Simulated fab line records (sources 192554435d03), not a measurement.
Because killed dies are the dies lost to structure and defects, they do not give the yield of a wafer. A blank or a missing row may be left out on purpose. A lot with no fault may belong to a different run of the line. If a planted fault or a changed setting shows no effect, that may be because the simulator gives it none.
fab line records    flow n5Finfet
record: lots: 5  wafers: 15  lastDay: 18
route steps=1938 shown BEOL_M3@1015 BEOL_M4@1021 PASSIVATION@1936
lots untouched by any fault: they come from a run of this same line in which no faults occurred
startH: the number of hours between the record's first day and the start of the first shown wafer of the lot    waitH: how many hours have passed since the lot's step before this one    " as in the row above    L1.1+2: several wafers, shown together as one row    - no value, or no start was given    * or withheld: withheld    < > ~ a bound
route shown NAME@n: NAME is a module with steps in the file, n the number in the route of the first one    usual: mean and standard deviation over wafers with no fault    same: alike in all rows    chamber/n: place in a boat    sites: each site's reading    _std_site: the values' standard deviation    _edge_site: outer sites' mean less inner sites'    radiusMm: for every site, how far away it sits from the centre of the wafer    mask NAME#n: copy n    behind: the most recent tool/chamber to have shaped the wafer    hold: reason for holding the lot/hours on hold/outcome of the hold    device: which transistor (n, p or np) failed to switch    end of line: tests run on the same wafers once the route is complete    a step with no rows: only its recipe    killed: not the wafer's yield, but the dies lost to structure and defects at the first sort    map: a wafer's dies, x killed, . not, _ none there
set.NAME: the setting that was run; set.NAME@STEP: the one run at that earlier step    model.NAME: the simulator's own value behind a step, which no gauge read
lots at selected steps of the route; one table per step, one row per wafer
services: from which hour (startH, from the record's first day; less than 0 if before it) a tool's chamber was out of use, for how many hours, and why
== steps ==
step: N5_BEOL_M3_PRE_CLEAN_60
recipe: gas: NH3/H2  timeS: 15  tempC: *  rfPowerW: 300
step: N5_BEOL_M3_CO_CAP_55
recipe: material: Co  targetThkA: 20  tempC: 200  precursor: CCTBA/H2  pressureTorr: 30  timeS: 102.1
step: N5_BEOL_M3_PRE_CLEAN_56
recipe: gas: NH3  timeS: 15  tempC: withheld  rfPowerW: 300
step: N5_BEOL_M3_DEP_57
recipe: material: SiCN  targetThkA: 80  tempC: withheld  precursor: 3MS/NH3  pressureTorr: 3  rfW: 202  timeS: 14
step: N5_BEOL_M4_ILD_DEP_00
recipe: material: SiOC  targetThkA: 790  tempC: 350  precursor: DEMS/O2  pressureTorr: 5  rfW: 500  timeS: 15.3
step: N5_BEOL_M4_PECVD_72
recipe: material: SiO2  targetThkA: 160  tempC: 400  precursor: TEOS/O2  pressureTorr: 5.5  rfW: 450  teosFlowSccm: 53.8  gas: O2  flowSccm: 3000  timeS: 18
step: N5_BEOL_M4_HM_DEP_02
recipe: material: TiN  targetThkA: 200  tempC: 25  chamberPressurePa: 0.49996
step: N5_BEOL_M4_COAT_61
recipe: resist: SOC  tempC: 250  timeS: 60  spinRpm: 1500  resistThkNm: 60
step: N5_BEOL_M4_COAT_62
recipe: resist: SiARC  tempC: 220  timeS: 60  spinRpm: 1500  resistThkNm: 12
step: N5_BEOL_M4_COAT_73
recipe: resist: underlayer  tempC: 205  timeS: 60  spinRpm: 1500  resistThkNm: 5
usual: spinSpeedRpm: 1500.3/0.93
lot.wafer  tool           chamber  startH  waitH  spinSpeedRpm
L698.3     lithoTrack-04  0        171.37  -      1501.3
L698.5     "              0        "       "      1500.8
L698.6     "              0        "       "      1499.5
L709.2     lithoTrack-04  0        251.83  -      1356.8
L709.5     "              0        "       "      1356.5
L709.6     "              0        "       "      1357.4
L712.1     lithoTrack-04  0        259.04  -      1358.4
L712.4     "              0        "       "      1356.3
L712.5     "              0        "       "      1358.4
L713.4     lithoTrack-04  0        260.88  -      1356.9
L713.5     "              0        "       "      1358.9
L713.6     "              0        "       "      1357.6
L718.1     lithoTrack-01  0        303.05  -      1501.3
L718.2     "              0        "       "      1499.3
L718.4     "              0        "       "      1500.3
step: N5_BEOL_M4_COAT_05
recipe: resist: CAR-EUV  spinRpm: 1500  resistThkNm: 30
step: N5_BEOL_M4_EBR_07
recipe: solvent: PGMEA  ebrWidthMm: 1.5
step: N5_BEOL_M4_SOFTBAKE_06
recipe: tempC: 110  timeS: 60  resist: CAR-EUV
step: N5_BEOL_M4_EXPOSE_08
recipe: maskId: M4  na: 0.33  sourceShape: dipole  sigmaInner: 0.369  sigmaOuter: 0.767  polarization: unpolarized  doseMj: 41.25
step: N5_BEOL_M4_PEB_09
recipe: pebTempC: 100  pebTimeS: 60  resist: CAR-EUV
step: N5_BEOL_M4_DEVELOP_10
recipe: developTimeS: 30  developer: TMAH  resist: CAR-EUV  rinseLiquid: surfactantRinse  dry: airSpin  devTempC: 23
step: N5_BEOL_M4_DESCUM_16
recipe: chemistry: O2  timeS: 7  sourcePowerW: 50  biasPowerW: 20  pressureMtorr: 20  rfFrequencyHz: 2.712e+07  tempC: 40  resist: CAR-EUV  o2FlowSccm: 225
step: N5_BEOL_M4_ETCH_74
recipe: chemistry: N2/H2  target: underlayer  targetDepthA: 65  maskMaterial: CAR-EUV  timeS: 5.2  ionEnergyEv: 200  pressureMtorr: 30  sourceW: 840  biasW: 150  n2FlowSccm: 200  h2FlowSccm: 200  ends: cleared
usual: drypumpMotorCurrentA: 5.8/0.63  etchRfOnTimeS: 5.21/0.13  oesProductAu: 0.67/0.066  rfVppV: 522.7/2.5  showerheadPlenumPTorr: 2.50/0.079  throttleValvePct: 17.8/0.38
lot.wafer  tool        chamber  startH  waitH  drypumpMotorCurrentA  etchRfOnTimeS  oesProductAu  rfHoursCounterH  rfVppV  showerheadPlenumPTorr  throttleValvePct  model.CAR-EUV_of_BEOL_M4_COAT_05.thkNm  model.etch.depthNm
L698.3     rieDiel-05  3        171.79  0.0    4.9                   5.46           0.71          38               525.2   2.47                   17.3              20.4                                    4.958
L698.5     "           3        "       "      4.9                   5.47           0.71          -                524.3   2.47                   17.2              20.4                                    4.988
L698.6     "           0        "       "      6.0                   5.23           0.65          -                520.8   2.46                   17.8              20.2                                    4.995
L709.2     rieDiel-06  3        252.37  0.0    6.5                   5.66           0.59          208              526.3   2.64                   18.2              20                                      5.256
L709.5     "           0        "       "      4.9                   5.39           0.60          -                521.7   2.41                   18.4              20                                      5.245
L709.6     "           1        "       "      5.9                   5.41           0.78          -                528.2   2.68                   17.3              20                                      5.241
L712.1     rieDiel-05  1        259.58  0.0    6.4                   5.36           0.74          63               522.4   2.46                   17.5              20                                      5.248
L712.4     "           2        "       "      6.6                   5.45           0.59          -                523.8   2.51                   18.1              20.2                                    5.233
L712.5     "           1        "       "      6.4                   5.33           0.74          -                523.1   2.46                   17.6              20.2                                    5.233
L713.4     rieDiel-02  2        261.31  0.0    6.2                   5.46           0.65          -                520.0   2.46                   17.9              19.8                                    5.258
L713.5     "           0        "       "      5.0                   5.36           0.72          -                523.2   2.49                   17.9              19.8                                    5.246
L713.6     "           1        "       "      5.5                   5.48           0.70          -                523.8   2.46                   17.3              19.8                                    5.252
L718.1     rieDiel-02  1        303.60  0.0    5.5                   5.25           0.69          82               520.9   2.46                   17.3              20.2                                    5.02
L718.2     "           2        "       "      6.2                   5.19           0.64          136              519.4   2.45                   18.0              20.2                                    5.02
L718.4     "           0        "       "      5.1                   5.14           0.71          88               522.2   2.48                   17.9              20.2                                    5.009
step: N5_BEOL_M4_ETCH_63
recipe: chemistry: CF4  target: SiARC  targetDepthA: 156  maskMaterial: CAR-EUV  timeS: 26  ionEnergyEv: 80  pressureMtorr: 40  sourceW: 545  biasW: 36  Ar_flow_sccm: 100  cf4FlowSccm: 100  ends: cleared
usual: cf4FlowSccm: 100.0/0.32  drypumpMotorCurrentA: 5.8/0.63  etchRfOnTimeS: 26.0/0.73  oesProductAu: 0.67/0.067  rfVppV: 183.7/1.1  showerheadPlenumPTorr: 2.11/0.065  throttleValvePct: 15.54/0.3
lot.wafer  tool        chamber  startH  waitH  cf4FlowSccm  drypumpMotorCurrentA  etchRfOnTimeS  oesProductAu  rfHoursCounterH  rfVppV  showerheadPlenumPTorr  throttleValvePct  model.CAR-EUV_of_BEOL_M4_COAT_05.thkNm
L698.3     rieDiel-05  3        171.81  0.0    100.1        4.9                   27.5           0.71          38               183.3   2.09                   15.08             11.2
L698.5     "           3        "       "      99.9         4.9                   27.6           0.70          -                184.1   2.09                   15.06             11.2
L698.6     "           0        "       "      100.0        6.0                   26.0           0.66          -                181.8   2.06                   15.44             11
L709.2     rieDiel-06  3        252.39  0.0    99.4         6.4                   26.6           0.60          208              186.2   2.20                   15.81             10.8
L709.5     "           0        "       "      99.9         4.9                   25.1           0.60          -                183.2   2.02                   16.08             10.8
L709.6     "           1        "       "      100.1        5.9                   25.7           0.78          -                186.2   2.27                   15.25             10.8
L712.1     rieDiel-05  1        259.60  0.0    100.2        6.3                   25.1           0.76          63               182.2   2.10                   15.53             10.8
L712.4     "           2        "       "      99.9         6.6                   25.8           0.59          -                183.1   2.11                   15.82             11
L712.5     "           1        "       "      100.2        6.3                   25.1           0.75          -                182.1   2.10                   15.50             10.8
L713.4     rieDiel-02  2        261.33  0.0    99.9         6.2                   25.8           0.65          -                181.9   2.08                   15.70             10.8
L713.5     "           0        "       "      100.1        5.1                   25.5           0.71          -                182.6   2.08                   15.40             10.6
L713.6     "           1        "       "      99.7         5.5                   25.7           0.71          -                182.5   2.09                   15.19             10.6
L718.1     rieDiel-02  1        303.62  0.0    100.2        5.5                   25.7           0.69          82               184.4   2.08                   15.22             11
L718.2     "           2        "       "      100.1        6.2                   25.6           0.64          136              182.9   2.07                   15.73             11
L718.4     "           0        "       "      100.3        5.1                   25.5           0.71          88               182.9   2.08                   15.42             11
step: N5_BEOL_M4_ETCH_64
recipe: chemistry: N2/H2  target: SOC  targetDepthA: 750  overetchA: 225  maskMaterial: SiARC  tempC: 40  timeS: 121.9  ionEnergyEv: 200  pressureMtorr: 30  sourceW: 840  biasW: 150  n2FlowSccm: 200  h2FlowSccm: 200
step: N5_BEOL_M4_RC_MEAS_101
usual: DIBL_N: 35.9/1.7  DIBL_P: 36.0/2.2  IOFF_N: 0.16/0.031  IOFF_P: 0.21/0.039  ION_N: 678/13  ION_P: 464/8.8  SS_N: 71.5/0.61  SS_P: 73.2/0.68  VT_N: 249/3.3  VT_P: -250/3.8
lot.wafer  tool       chamber  startH  waitH  DIBL_N[mV/V]  DIBL_P[mV/V]  IOFF_N[nA/um]  IOFF_P[nA/um]  ION_N[uA/um]  ION_P[uA/um]  SS_N[mV/dec]  SS_P[mV/dec]  VT_N[mV]  VT_P[mV]
L698.3     prober-02  0        184.21  0.3    34.3          35.0          0.13           0.19           655           457           70.7          73.4          254       -251
L698.5     "          0        "       "      36.8          38.0          0.18           0.22           687           472           72.2          73.7          248       -248
L698.6     "          0        "       "      36.2          35.7          0.15           0.20           663           454           72.4          73.4          252       -254
L709.2     prober-02  0        261.86  0.2    35.1          37.0          0.17           0.22           684           469           71.9          73.0          248       -250
L709.5     "          0        "       "      34.5          35.0          0.16           0.19           684           464           71.2          72.7          248       -250
L709.6     "          0        "       "      35.5          37.2          0.20           0.23           684           464           71.9          73.9          243       -249
L712.1     prober-02  0        265.12  0.0    36.7          38.0          0.17           0.22           680           463           71.7          74.4          249       -252
L712.4     "          0        "       "      36.1          37.2          0.16           0.21           675           462           71.6          74.1          251       -251
L712.5     "          0        "       "      34.8          35.6          0.15           0.18           671           461           71.7          73.1          252       -255
L713.4     prober-01  0        272.47  0.5    34.7          34.0          0.14           0.18           667           453           70.7          73.8          251       -252
L713.5     "          0        "       "      35.6          34.1          0.14           0.18           670           462           70.9          73.1          251       -253
L713.6     "          0        "       "      34.0          32.4          0.12           0.16           662           450           70.1          72.2          252       -255
L718.1     prober-02  0        313.75  0.0    37.4          37.5          0.17           0.22           683           462           72.3          73.0          250       -250
L718.2     "          0        "       "      36.9          36.5          0.15           0.21           677           463           71.5          73.4          249       -251
L718.4     "          0        "       "      36.4          34.9          0.15           0.19           681           458           71.9          73.0          249       -251
step: N5_PASSIVATION_PROBE_49
usual: defectLimitedYield: 90.9/1.5  killed_at_M0_to_M3: 36/10  killed_at_M4_up: 13/5.5  killedAtContacts: 12/5.6  killedAtFrontEnd: 42/12  killedAtOther: 4/3.2  killedDies: 108/18  killedOnRim: 15/4.1  killedOpen: 71/13  killedShort: 34/7.8  sort_bin_5_function: 5.4/1  sort_bin_6_memory: 3.4/0.68  sortNPass: 1072/18  sortYieldPct: 90.9/1.5
same: grossDies: 1180  killedAtBackSide: 0  sort_bin_4_leakage[%]: 0  sort_bin_8_speed[%]: 0
lot.wafer  tool       chamber  startH  waitH  defectLimitedYield[%]  killed_at_M0_to_M3  killed_at_M4_up  killedAtContacts  killedAtFrontEnd  killedAtOther  killedDies  killedOnRim  killedOpen  killedShort  sort_bin_5_function[%]  sort_bin_6_memory[%]  sortNPass  sortYieldPct[%]
L709.2     prober-01  -        376.71  0.1    90.6                   27                  16               11                53                4              111         15           75          36           5.8                     3.2                   1069       90.6
L709.5     prober-01  -        376.86  0.2    90.0                   42                  6                19                47                4              118         11           81          34           5.6                     3.9                   1062       90.0
L709.6     prober-01  -        376.91  0.3    91.2                   37                  7                3                 57                0              104         12           68          30           5.9                     2.4                   1076       91.2
L712.1     prober-02  -        380.86  0.0    89.9                   35                  24               10                40                10             119         16           80          38           6.2                     3.5                   1061       89.9
L712.4     prober-02  -        381.01  0.2    90.9                   38                  16               16                29                8              107         9            72          35           5.1                     3.7                   1073       90.9
L712.5     prober-02  -        381.06  0.2    91.7                   43                  10               8                 29                8              98          18           58          37           5.1                     2.7                   1082       91.7
L713.4     prober-01  -        401.05  0.2    91.4                   47                  11               6                 37                0              101         11           69          28           5.1                     3.0                   1079       91.4
L713.5     prober-01  -        401.10  0.2    90.2                   29                  17               9                 59                2              116         14           85          30           6.1                     3.4                   1064       90.2
L713.6     prober-01  -        401.15  0.3    89.2                   35                  19               16                46                12             128         16           81          45           6.7                     3.7                   1052       89.2
L718.1     prober-01  -        440.46  0.0    92.7                   19                  7                11                46                3              86          6            47          37           3.7                     3.1                   1094       92.7
L718.2     prober-01  -        440.51  0.1    90.8                   27                  11               15                47                8              108         16           73          33           4.2                     4.3                   1072       90.8
L718.4     prober-01  -        440.61  0.2    91.4                   31                  16               9                 40                6              102         11           58          44           5.5                     2.7                   1078       91.4
killed by level:class
L709.2 STI_FIN_REVEAL:geometricParticle:open=21 BEOL_M0_SAQP:geometricParticle:short=12 FIN_SAQP:geometricParticle:open=11 BEOL_M4:geometricParticle:open=9 MOL_CONTACT_COAG:geometricParticle:open=6 BEOL_M0_SAQP:geometricParticle:open=6 MOL_CONTACT_COAG:geometricParticle:short=5 BEOL_M1:geometricParticle:open=5
L709.5 MOL_CONTACT_COAG:geometricParticle:open=16 BEOL_M0_SAQP:geometricParticle:short=14 FIN_SAQP:geometricParticle:open=13 BEOL_M0_SAQP:geometricParticle:open=8 FIN_SAQP:geometricParticle:short=7 BEOL_M1:geometricParticle:open=7 STI_FIN_REVEAL:geometricParticle:open=7 BEOL_M2:geometricParticle:open=7
L709.6 FIN_SAQP:geometricParticle:open=13 STI_FIN_REVEAL:geometricParticle:open=11 FIN_SAQP:geometricParticle:short=10 BEOL_M1:geometricParticle:open=9 BEOL_M0_SAQP:geometricParticle:open=7 BEOL_M1:geometricParticle:short=6 BEOL_M3:geometricParticle:open=5 BEOL_M2:geometricParticle:open=5
L712.1 STI_FIN_REVEAL:geometricParticle:open=22 BEOL_M0_SAQP:geometricParticle:short=9 MOL_CONTACT_COAG:geometricParticle:open=9 BEOL_M4:geometricParticle:open=8 BEOL_M0_SAQP:geometricParticle:open=6 BEOL_M5:geometricParticle:open=6 STI_FIN_REVEAL:geometricParticle:short=5 BEOL_M1:geometricParticle:open=5
L712.4 MOL_CONTACT_COAG:geometricParticle:open=15 STI_FIN_REVEAL:geometricParticle:open=12 BEOL_M0_SAQP:geometricParticle:short=11 BEOL_M4:geometricParticle:open=8 STI_FIN_REVEAL:geometricParticle:short=7 BEOL_M3:geometricParticle:open=6 BEOL_M0:geometricParticle:open=5 BEOL_M1:geometricParticle:open=4
L712.5 BEOL_M0_SAQP:geometricParticle:short=15 BEOL_M0_SAQP:geometricParticle:open=8 STI_FIN_REVEAL:geometricParticle:open=7 MOL_CONTACT_COAG:geometricParticle:open=7 BEOL_M4:geometricParticle:open=7 BEOL_M3:geometricParticle:open=7 FIN_SAQP:geometricParticle:open=4 FIN_SAQP:geometricParticle:short=4
L713.4 BEOL_M3:geometricParticle:open=15 BEOL_M2:geometricParticle:open=9 STI_FIN_REVEAL:geometricParticle:open=8 BEOL_M0_SAQP:geometricParticle:open=7 DUMMY_GATE:geometricParticle:open=6 FIN_SAQP:geometricParticle:open=5 BEOL_M0_SAQP:geometricParticle:short=5 MOL_CONTACT_COAG:geometricParticle:open=4
L713.5 STI_FIN_REVEAL:geometricParticle:open=30 BEOL_M0_SAQP:geometricParticle:short=8 FIN_SAQP:geometricParticle:short=7 MOL_CONTACT_COAG:geometricParticle:open=7 BEOL_M4:geometricParticle:open=7 BEOL_M0_SAQP:geometricParticle:open=6 BEOL_M2:geometricParticle:open=5 BEOL_M3:geometricParticle:open=5
L713.6 MOL_CONTACT_COAG:geometricParticle:open=14 STI_FIN_REVEAL:geometricParticle:open=12 FIN_SAQP:geometricParticle:short=11 BEOL_M3:geometricParticle:open=10 FIN_SAQP:geometricParticle:open=7 STI_FIN_REVEAL:geometricParticle:short=6 BEOL_M2:geometricParticle:open=6 BEOL_M5:geometricParticle:open=5
L718.1 MOL_CONTACT_COAG:geometricParticle:open=11 STI_FIN_REVEAL:geometricParticle:open=9 FIN_SAQP:geometricParticle:short=8 BEOL_M0_SAQP:geometricParticle:short=8 FIN_SAQP:geometricParticle:open=6 BEOL_M1:geometricParticle:open=5 BEOL_M1:geometricParticle:short=4 STARTING-WAFER:geometricParticle:open=4
L718.2 STI_FIN_REVEAL:geometricParticle:open=17 MOL_CONTACT_COAG:geometricParticle:open=12 BEOL_M4:geometricParticle:open=7 BEOL_M0_SAQP:geometricParticle:short=6 STI_FIN_REVEAL:geometricParticle:short=5 DUMMY_GATE:geometricParticle:open=5 BEOL_M1:geometricParticle:open=5 FIN_SAQP:geometricParticle:open=4
L718.4 BEOL_M1:geometricParticle:short=10 BEOL_M4:geometricParticle:open=10 FIN_SAQP:geometricParticle:short=8 FIN_SAQP:geometricParticle:open=8 MOL_CONTACT_COAG:geometricParticle:open=8 STI_FIN_REVEAL:geometricParticle:open=7 BEOL_M0_SAQP:geometricParticle:open=7 BEOL_M0_SAQP:geometricParticle:short=5
== services ==
tool           chamber  startH  hours  kind
rieDiel-06     1        151.02  -      clean
rieDiel-06     1        151.02  -      consumableReplace:focusRing
rieDiel-06     1        151.02  -      consumableReplace:showerhead
rieDiel-06     1        151.02  25.5   scheduledDown
rieDiel-06     1        151.02  25.5   ventCycle
rieDiel-05     1        162.15  36.3   repair
lithoTrack-04  -        170.56  -      consumableReplace:filter
rieDiel-06     2        197.89  1.5    repair
rieDiel-02     1        198.27  1.6    repair
rieDiel-06     0        220.63  6.6    repair
rieDiel-02     -        229.71  0.5    repair
rieDiel-05     0        258.19  9.4    repair
rieDiel-02     3        259.59  -      clean
rieDiel-02     3        259.59  -      consumableReplace:focusRing
rieDiel-02     3        259.59  11.6   scheduledDown
rieDiel-02     3        259.59  11.6   ventCycle
rieDiel-02     0        264.49  9.9    repair
rieDiel-06     0        287.32  -      clean
rieDiel-06     0        287.32  -      consumableReplace:focusRing
rieDiel-06     0        287.32  -      consumableReplace:showerhead
rieDiel-06     0        287.32  29.1   scheduledDown
rieDiel-06     0        287.32  29.1   ventCycle
== key ==
firstSign: step: N5_BEOL_M4_COAT_73  reading: spinSpeedRpm  direction: down  sigmas: 99+  usual: *  struck: *
effect none on later readings
modelEffect: step: N5_BEOL_M4_ETCH_74  value: CAR-EUV_of_BEOL_M4_COAT_05.thkNm  without: 20.29  struck: 19.98
modelEffect: step: N5_BEOL_M4_ETCH_63  value: CAR-EUV_of_BEOL_M4_COAT_05.thkNm  without: 11.09  struck: 10.78
metAt N5_BEOL_M4_COAT_73
struckWafers L709.2,L709.5,L709.6,L712.1,L712.4,L712.5,L713.4,L713.5,L713.6
onsetBetween 171.37 251.83
fault: kind: processParameterDrift  tool: lithoTrack-04  chamber: -  onsetH: 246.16  steps: N5_BEOL_M4_COAT_73  channel: spinRpm  offset: *  shape: step  endH: 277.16  actsIn: *  stated: *
